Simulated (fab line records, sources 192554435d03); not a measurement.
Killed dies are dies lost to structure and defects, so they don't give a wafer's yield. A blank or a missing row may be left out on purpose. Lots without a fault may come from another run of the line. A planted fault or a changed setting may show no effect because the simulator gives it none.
Chamber matching | flow n5_finfet | N5_BEOL_M12_ETCH_67 on rie_diel-06: 4 sister chambers
The step etches SiARC in CF4, target depth 143 nm, time 238.3 s. 4 wafers are shown with their chamber, then 10 later ones without.

WAFERS WITH THEIR CHAMBER
wafer  | chamber | showerhead_plenum_p_Torr (Torr)
L081.5 | 1       | 2.16
L080.4 | 2       | 2.05
L085.1 | 3       | 2.06
L085.4 | 0       | 2.20

WAFERS WITHOUT THEIR CHAMBER
wafer  | showerhead_plenum_p_Torr (Torr)
L085.5 | 2.16
L088.1 | 2.16
L088.2 | 2.19
L088.4 | 2.05
L093.4 | 2.15
L093.5 | 2.19
L093.6 | 2.05
L092.1 | 2.15
L092.2 | 2.05
L092.5 | 2.19

WHICH CHAMBER EACH WENT THROUGH
wafer  | from the rows above     | in truth
L085.5 | 1                       | 1
L088.1 | 1                       | 1
L088.2 | 0                       | 0
L088.4 | can't be placed: 2 or 3 | 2
L093.4 | 1                       | 1
L093.5 | 0                       | 0
L093.6 | can't be placed: 2 or 3 | 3
L092.1 | 1                       | 1
L092.2 | can't be placed: 2 or 3 | 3
L092.5 | 0                       | 0
Placed correctly: 7 of 10. Can't be placed from these rows: 3 (the true chamber is among the candidates in 3). Placed wrongly: 0.
How it was worked out, from the rows above alone: a wafer's distance from a chamber is the root of the sum, over the readings, of the square of ((its reading less the chamber's mean) divided by the reading's scatter). The wafer belongs to the nearest chamber; if the next one is less than 2 further off, it can't be placed. A chamber's mean is the mean of its shown wafers. The scatter: with one shown wafer a chamber, the root of the mean of the squares of how far each hidden wafer lies from its nearest shown one.
